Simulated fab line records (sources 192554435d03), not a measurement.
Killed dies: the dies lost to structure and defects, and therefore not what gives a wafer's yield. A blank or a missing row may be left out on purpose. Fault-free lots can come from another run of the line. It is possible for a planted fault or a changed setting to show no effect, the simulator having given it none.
fab line records -- flow n5-finfet
record lots=12, wafers=36, last-day=17
route steps=1938 shown HKMG_FIN@453 PASS1_CAP@1874 TV_LITHO@1886 PASSIVATION@1936
lots with no fault: from the same line, run without faults
start-h: start of the lot's first displayed wafer, in hours after the record's first day -- wait-h: hours since the lot's step before -- " same as the row above -- L1.1+2: one row covering several wafers at once -- - value missing, or start not given -- * or withheld: withheld -- < > ~ a bound
route shown NAME@n: names a module that has steps shown in the file, with the first one's number in the route -- usual: average and standard deviation across the fault-free wafers -- same: alike in all rows -- chamber/n: place in a boat -- sites: the reading at each site -- _std_site: standard deviation across them -- _edge_site: outer sites' mean less inner sites' -- radius-mm: for every site, how far away it sits from the centre of the wafer -- mask NAME#n: copy n -- behind: tool/chamber where the wafer was last shaped -- hold: why the lot went on hold/how many hours it stayed there/how the hold came to an end -- device: whichever transistor did not switch (one of n, p or np) -- end of line: at the end of the route, the tests of the same wafers -- a step without rows: its recipe alone -- killed: dies lost to structure and defects at the first sort, not the wafer's yield -- map: a wafer's dies, marking killed ones x, the rest . and places with no die _
set.NAME: the setting as run; set.NAME@STEP: as run at that earlier step -- model.NAME: the simulator's own value behind a step, which no gauge read
route steps across a sampled set of lots; one table per step, one row per wafer
services: from which hour (start-h, from the record's first day; less than 0 if before it) a tool's chamber was out of use, for how many hours, and why
## steps
# step N5_HKMG_FIN_WET_ETCH_73
# recipe chemistry=SC1, mix=1:2:40, temp-c=50, time-s=42.3, target-depth-nm=1.3, dry=ipa-marangoni, rinse-time-s=30, rinse-temp-c=23
lot.wafer,tool,chamber,start-h,wait-h
L613.1+3+6,wet-bench-01,"7,3,5",79.20,0.1
L615.1+4+6,wet-bench-06,"3,4,5",90.00,0.1
L617.1+2+5,wet-bench-01,"3,4,7",104.00,0.1
L618.2+4+6,wet-bench-06,"3,2,1",110.71,0.1
L619.1+4+5,wet-bench-05,"1,2,3",114.59,0.1
L620.3+5+6,wet-bench-06,"2,7,5",122.37,0.1
L622.2+3+4,wet-bench-06,"3,0,7",132.79,0.1
L624.1+2+3,wet-bench-06,"2,4,7",146.91,0.1
L627.2+3+5,wet-bench-01,"4,1,7",163.31,0.1
L631.1+2+4,wet-bench-05,"4,2,3",187.28,0.1
L634.1+2+6,wet-bench-06,"6,1,5",203.93,0.1
L636.1+2+5,wet-bench-06,"5,4,1",215.29,0.1
# step N5_PASSIVATION_PECVD_01
# recipe material=SiNx, target-thk-a=2000, temp-c=400, precursor=SiH4/NH3/N2, pressure-torr=4.9, rf-w=1406, time-s=43.2
# usual heater-power-w=391/71, showerhead-plenum-p-Torr=8.69/0.071, showerhead-vpp-V=2277/91, throttle-valve-pct=28.7/1.9
lot.wafer,tool,chamber,start-h,wait-h,heater-power-w,showerhead-plenum-p-Torr,showerhead-vpp-V,throttle-valve-pct
L613.1,pecvd-01,0,244.34,0.0,291,8.61,2209,28.0
L613.3,pecvd-01,1,244.34,0.0,432,8.74,2257,29.1
L613.6,pecvd-01,0,244.34,0.0,314,8.61,2241,28.3
L615.1,pecvd-04,0,253.76,0.0,277,8.60,2142,28.7
L615.4,pecvd-04,2,253.76,0.0,408,8.83,2365,25.8
L615.6,pecvd-04,0,253.76,0.0,303,8.58,2134,28.9
L618.2,pecvd-01,0,285.05,0.0,272,8.60,2230,28.6
L618.4,pecvd-01,1,285.05,0.0,564,8.73,2296,29.6
L618.6,pecvd-01,2,285.05,0.0,412,8.72,2372,26.6
L620.3,pecvd-04,2,289.32,0.0,363,8.82,2349,26.2
L620.5,pecvd-04,2,289.32,0.0,376,8.79,2339,25.9
L620.6,pecvd-04,1,289.32,0.0,376,8.67,2204,31.9
L619.1,pecvd-04,2,292.44,0.0,429,8.81,2383,25.9
L619.4,pecvd-04,1,292.44,0.0,474,8.64,2211,31.7
L619.5,pecvd-04,2,292.44,0.0,445,8.80,2370,26.0
L617.1,pecvd-02,0,297.66,0.0,487,8.69,2451,31.2
L617.2,pecvd-02,1,297.66,0.0,337,8.68,2288,29.4
L617.5,pecvd-02,2,297.66,0.0,314,8.73,2259,28.6
L622.2,pecvd-04,1,313.16,0.0,459,8.64,2178,31.9
L622.3,pecvd-04,2,313.16,0.0,434,8.81,2351,25.8
L622.4,pecvd-04,0,313.16,0.0,399,8.59,2123,28.9
L624.1,pecvd-01,1,319.98,0.0,420,8.74,2261,29.1
L624.2,pecvd-01,2,319.98,0.0,449,8.71,2369,26.2
L624.3,pecvd-01,1,319.98,0.0,444,8.75,2275,29.5
L627.2,pecvd-02,0,336.62,0.0,484,8.70,2444,31.1
L627.3,pecvd-02,2,336.62,0.0,307,8.71,2254,28.6
L627.5,pecvd-02,1,336.62,0.0,437,8.66,2271,29.8
L631.1,pecvd-04,1,366.39,0.0,401,8.65,2196,31.9
L631.2,pecvd-04,0,366.39,0.0,400,8.60,2146,29.1
L631.4,pecvd-04,1,366.39,0.0,404,8.65,2198,31.9
L634.1,pecvd-04,0,378.96,0.0,268,8.60,2132,28.8
L634.2,pecvd-04,2,378.96,0.0,416,8.80,2351,26.4
L634.6,pecvd-04,2,378.96,0.0,435,8.82,2400,26.1
L636.1,pecvd-04,1,396.72,0.0,457,8.66,2216,31.7
L636.2,pecvd-04,0,396.72,0.0,257,8.61,2112,29.0
L636.5,pecvd-04,0,396.72,0.0,286,8.61,2163,29.2
# step N5_PASSIVATION_DESCUM_12
# recipe chemistry=O2, time-s=7.9, source-power-w=50, bias-power-w=20, pressure-mtorr=20, rf-frequency-hz=2.712e+07, temp-c=40, o2-flow-sccm=225
# usual drypump-motor-current-A=5.5/0.44, oes-product-au=0.80/0.098, rf-vpp-V=243.4/1.4, showerhead-plenum-p-Torr=2.11/0.069, throttle-valve-pct=20.33/0.28
lot.wafer,tool,chamber,start-h,wait-h,drypump-motor-current-A,oes-product-au,rf-hours-counter-h,rf-vpp-V,showerhead-plenum-p-Torr,throttle-valve-pct
L613.1,rie-diel-01,1,246.40,0.2,6.0,0.93,20,243.2,2.05,19.89
L613.3,rie-diel-01,3,246.40,0.2,5.7,0.69,214,243.2,2.15,20.34
L613.6,rie-diel-01,0,246.40,0.2,5.3,0.81,-,245.4,2.21,20.47
L615.1,rie-diel-01,1,254.33,0.0,6.0,0.94,22,242.8,2.05,19.89
L615.4,rie-diel-01,2,254.33,0.0,5.4,0.69,201,242.1,2.08,20.59
L615.6,rie-diel-01,0,254.33,0.0,5.3,0.80,-,245.9,2.21,20.47
L618.2,rie-diel-04,3,285.99,0.1,5.9,0.67,246,242.6,1.98,20.90
L618.4,rie-diel-04,1,285.99,0.1,5.1,0.94,26,242.4,2.12,19.96
L618.6,rie-diel-04,3,285.99,0.1,5.9,0.68,-,238.9,1.98,20.89
L620.3,rie-diel-02,0,289.97,0.1,6.5,0.89,24,243.3,2.12,19.78
L620.5,rie-diel-02,0,289.97,0.1,6.5,0.88,-,243.1,2.12,19.79
L620.6,rie-diel-02,3,289.97,0.1,4.9,0.81,-,242.7,2.02,20.42
L619.1,rie-diel-01,2,293.11,0.0,5.4,0.68,214,240.8,2.07,20.60
L619.4,rie-diel-01,0,293.11,0.0,5.3,0.80,111,242.1,2.20,20.47
L619.5,rie-diel-01,2,293.11,0.0,5.5,0.69,-,243.5,2.07,20.61
L617.1,rie-diel-02,0,301.04,0.0,6.5,0.89,27,243.9,2.12,19.79
L617.2,rie-diel-02,1,301.04,0.0,5.6,0.72,195,243.6,2.16,20.60
L617.5,rie-diel-02,2,301.04,0.0,5.1,0.69,-,242.1,2.06,20.38
L622.2,rie-diel-01,1,313.96,0.1,6.0,0.90,40,243.4,2.04,19.91
L622.3,rie-diel-01,0,313.96,0.1,5.3,0.79,118,244.0,2.20,20.50
L622.4,rie-diel-01,3,313.96,0.1,5.7,0.68,235,244.3,2.14,20.36
L624.1,rie-diel-04,1,320.75,0.0,5.1,0.91,37,244.4,2.11,19.97
L624.2,rie-diel-04,2,320.75,0.0,4.7,0.83,67,244.0,2.20,20.19
L624.3,rie-diel-04,3,320.75,0.0,5.9,0.99,1,245.9,2.24,20.56
L627.2,rie-diel-02,3,337.09,0.0,4.9,0.81,94,242.8,2.02,20.46
L627.3,rie-diel-02,1,337.09,0.0,5.6,0.71,207,243.8,2.16,20.63
L627.5,rie-diel-02,0,337.09,0.0,6.5,0.87,-,243.2,2.12,19.81
L631.1,rie-diel-01,0,367.33,0.5,5.4,0.77,135,244.8,2.20,20.54
L631.2,rie-diel-01,1,367.33,0.5,6.0,0.87,57,242.0,2.04,19.92
L631.4,rie-diel-01,1,367.33,0.5,6.0,0.87,-,242.1,2.04,19.93
L634.1,rie-diel-01,1,379.62,0.2,6.0,0.86,62,242.2,2.04,19.95
L634.2,rie-diel-01,0,379.62,0.2,5.3,0.76,141,245.0,2.19,20.54
L634.6,rie-diel-01,1,379.62,0.2,6.0,0.86,-,241.6,2.04,19.96
L636.1,rie-diel-01,2,397.49,0.0,5.4,0.67,247,242.7,2.06,20.68
L636.2,rie-diel-01,3,397.49,0.0,5.7,0.99,2,242.7,2.13,20.06
L636.5,rie-diel-01,3,397.49,0.0,5.7,0.98,-,244.3,2.13,20.05
# step N5_PASSIVATION_PROBE_49
# usual defect-limited-yield=91.3/1.5, killed_at_M0_to_M3=34/11, killed_at_M4_up=14/6.1, killed-at-contacts=12/5.9, killed-at-front-end=39/11, killed-at-other=4/3.3, killed-dies=102/18, killed-on-rim=13/3.8, killed-open=67/13, killed-short=33/7.9, sort_bin_5_function=5.1/1, sort_bin_6_memory=3.3/0.7, sort-n-pass=1077/19, sort-yield-pct=91.3/1.6
# same gross-dies=1180, killed-at-back-side=0, sort_bin_4_leakage[%]=0, sort_bin_8_speed[%]=0
lot.wafer,tool,chamber,start-h,wait-h,defect-limited-yield[%],killed_at_M0_to_M3,killed_at_M4_up,killed-at-contacts,killed-at-front-end,killed-at-other,killed-dies,killed-on-rim,killed-open,killed-short,sort_bin_5_function[%],sort_bin_6_memory[%],sort-n-pass,sort-yield-pct[%]
L622.2,prober-01,-,322.07,0.1,82.5,28,16,11,144,7,206,23,52,31,10.6,3.8,974,82.5
L622.3,prober-01,-,322.12,0.1,84.2,43,10,12,120,1,186,31,62,33,10.3,3.8,994,84.2
L622.4,prober-01,-,322.17,0.2,83.2,32,10,16,140,0,198,25,62,34,9.4,4.5,982,83.2
L624.1,prober-01,-,328.07,0.0,85.3,47,9,6,106,5,173,33,67,33,9.4,3.1,1007,85.3
L624.2,prober-01,-,328.12,0.1,78.2,49,13,16,161,18,257,23,89,44,13.4,5.3,923,78.2
L624.3,prober-01,-,328.17,0.1,82.4,56,12,14,118,8,208,30,75,39,10.6,4.7,972,82.4
# killed by level:class
L622.2 HKMG_FIN:unspecified=119 FIN_SAQP:geometric-particle:open=8 MOL_CONTACT_COAG:geometric-particle:open=7 BEOL_M0_SAQP:geometric-particle:open=7 BEOL_M3:geometric-particle:open=7 BEOL_M0_SAQP:geometric-particle:short=5 PAD_METAL:geometric-particle:short=5 FIN_SAQP:geometric-particle:short=4
L622.3 HKMG_FIN:unspecified=87 BEOL_M0_SAQP:geometric-particle:open=10 BEOL_M3:geometric-particle:open=10 MOL_CONTACT_COAG:geometric-particle:open=8 BEOL_M0_SAQP:geometric-particle:short=8 FIN_SAQP:geometric-particle:open=7 FIN_SAQP:geometric-particle:short=7 GATE_CUT:geometric-particle:short=4
L622.4 HKMG_FIN:unspecified=101 MOL_CONTACT_COAG:geometric-particle:open=13 GATE_CUT:geometric-particle:short=9 BEOL_M0_SAQP:geometric-particle:open=9 BEOL_M0_SAQP:geometric-particle:short=7 BEOL_M3:geometric-particle:open=7 GATE_CUT:geometric-particle:open=6 FIN_SAQP:geometric-particle:short=5
L624.1 HKMG_FIN:unspecified=70 GATE_CUT:geometric-particle:open=12 BEOL_M0_SAQP:geometric-particle:open=11 BEOL_M1:geometric-particle:open=8 BEOL_M0:geometric-particle:open=7 BEOL_M0_SAQP:geometric-particle:short=6 BEOL_M1:geometric-particle:short=6 FIN_SAQP:geometric-particle:open=5
L624.2 HKMG_FIN:unspecified=123 MOL_CONTACT_COAG:geometric-particle:open=13 BEOL_M0_SAQP:geometric-particle:short=11 STI_FIN_REVEAL:geometric-particle:open=9 BEOL_M1:geometric-particle:open=9 BEOL_M0_SAQP:geometric-particle:open=8 BEOL_M3:geometric-particle:open=7 STARTING-WAFER:geometric-particle:open=5
L624.3 HKMG_FIN:unspecified=94 BEOL_M0_SAQP:geometric-particle:open=12 MOL_CONTACT_COAG:geometric-particle:open=11 BEOL_M3:geometric-particle:open=11 BEOL_M0_SAQP:geometric-particle:short=10 BEOL_M1:geometric-particle:open=9 BEOL_M1:geometric-particle:short=7 DUMMY_GATE:geometric-particle:open=5
## services
tool,chamber,start-h,hours,kind
rie-diel-02,2,57.22,10.9,repair
rie-diel-02,-,84.23,0.9,repair
rie-diel-02,2,87.37,1.3,repair
rie-diel-02,1,89.59,5.3,repair
rie-diel-01,1,91.99,3.6,repair
wet-bench-05,-,92.69,7.4,repair
rie-diel-02,2,94.72,4.8,repair
wet-bench-05,-,121.17,1.9,pm
pecvd-01,-,124.78,0.8,repair
pecvd-04,-,127.86,5.5,pm
pecvd-04,-,164.08,1.0,repair
pecvd-01,1,167.18,4.5,repair
rie-diel-01,1,187.31,5.4,repair
wet-bench-01,-,188.15,1.5,repair
pecvd-01,-,219.34,6.0,pm
rie-diel-02,0,227.10,2.8,repair
pecvd-01,2,234.42,2.5,repair
rie-diel-02,1,264.14,12.0,repair
pecvd-02,-,303.54,3.5,repair
pecvd-01,0,316.01,5.0,repair
pecvd-01,-,338.32,2.8,pm
pecvd-04,1,377.36,3.4,repair
pecvd-01,2,382.55,5.0,repair
rie-diel-02,1,384.88,2.1,repair
## key
first-sign step=N5_PASSIVATION_PROBE_49, reading=killed-at-front-end, direction=up, sigmas=8.7, usual=39, struck=132
effect step=N5_PASSIVATION_PROBE_49, reading=killed-dies, direction=up, sigmas=5.7, usual=102, struck=205
more-kills-born-at N5_HKMG_FIN_WET_ETCH_73@wet-bench-06=594
met-at N5_HKMG_FIN_WET_ETCH_73
struck-lots L622,L624
not-acting-at N5_PASSIVATION_PECVD_01,N5_PASSIVATION_DESCUM_12
onset-between 122.37 132.79
fault kind=chamber-particle-source, tool=wet-bench-06, chamber=-, onset-h=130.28, steps=N5_HKMG_FIN_WET_ETCH_73, rate-per-visit-cm2=0.9588, end-h=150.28
